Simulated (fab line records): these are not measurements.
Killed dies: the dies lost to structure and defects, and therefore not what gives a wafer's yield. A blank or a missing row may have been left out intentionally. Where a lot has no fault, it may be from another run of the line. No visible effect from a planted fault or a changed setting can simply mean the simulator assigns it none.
8D (eight disciplines) problem report, filled in by code    flow nandHarc    the parts of the form that need people (team, actions taken, sign-off) are left out

1. THE ISSUE
killedAtArray at NHARC_END_SORT_01 reads a mean of 106 on 3 wafers of 2 lots; wafers without a fault read 29 with a standard deviation of 12. That puts it +6.4 standard deviations away from the usual mean.
First seen on wafer L374.3, day 21 11:10, on prober-02. Wafers with a number at this step in the record: 27, from 9 lots. Rule for "out" (also "out of limits"): further than 4 standard deviations from the usual mean. All remaining wafers that have a number are taken as sound.

2. WHAT THIS IS AND IS NOT
question                     is                      is not
which readings at this step  killedAtArray           killedAtOther, killedAtPeriphery, killedOpen, killedShort
which lots                   L373, L374              L365, L368, L372, L378, L379, L382, L384
which wafers of those lots   L373.3, L373.5, L374.3  L373.2, L374.2, L374.4
read on which gauges         prober-02               prober-01
when                         from day 21 11:10       up to then (10 sound wafers); but 14 sound wafers of L373, L374, L378, L379, L382, L384 came after

3. THE SUSPECTS, EACH WITH WHAT RULES IT OUT
Counting: any tool at a process step up to the reading remains a suspect provided it ran every lot that is out. Sound lots after the first of them don't rule it out here, since some wafers of a struck lot are sound.
- the gauge at NHARC_END_SORT_01: kept. All the wafers that are out were read on prober-02, and no step on other tools shows them out.
- aclDep-02 at NHARC_A_CHANNEL_HOLE_D1_DEP_00 (deposits aC, target thk 3100 nm): kept. It ran every lot that is out, first L373 (day 10 04:01).
- pecvd-01 at NHARC_A_M1_DEP_33 (deposits SiCN, target thk 30 nm): kept. It processed each lot that is out (first: L374, day 20 04:59); up to then, its last sound lot is L372 (day 19 12:24).
After the count, these remain: aclDep-02 at NHARC_A_CHANNEL_HOLE_D1_DEP_00, pecvd-01 at NHARC_A_M1_DEP_33 and prober-02 at NHARC_END_SORT_01.

4. THE CAUSE (what the simulator had put in)
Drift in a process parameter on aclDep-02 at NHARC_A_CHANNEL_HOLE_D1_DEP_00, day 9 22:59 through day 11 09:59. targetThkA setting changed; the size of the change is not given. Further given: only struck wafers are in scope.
This tool is one of the 3 suspects left after counting.

5. THE EFFECT CHAIN, in route order
Each row: a reading whose mean over the struck wafers that have a number lies more than 3 standard deviations from the usual. Scope: only readings with a usual standard deviation given in the record; hours: median across lots of the time from each lot's start at the first step in this table that gives one to its start at this step; sigmas: change in usual standard deviations.
hours  step               reading        usual  on struck wafers  change  sigmas
0      NHARC_END_SORT_01  killedAtArray  29     106               +77     +6.4
0      NHARC_END_SORT_01  killedDies     34     109               +75     +6.2

6. WHAT WOULD HAVE CAUGHT IT SOONER
The first out-of-limits reading at a measuring or inspecting step in this record came at day 21 11:10, 276 hours after the fault's start at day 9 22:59.
An alarm limit of 4 standard deviations would not have fired on the tool readings at NHARC_A_CHANNEL_HOLE_D1_DEP_00 for which the record gives a usual standard deviation, since none of them was out on any struck wafer.
By day 21 11:10 the whole set of lots that are out, 2 in number, had already begun NHARC_A_CHANNEL_HOLE_D1_DEP_00 on aclDep-02. Had the tool been put on hold then, not one of them would have been saved.
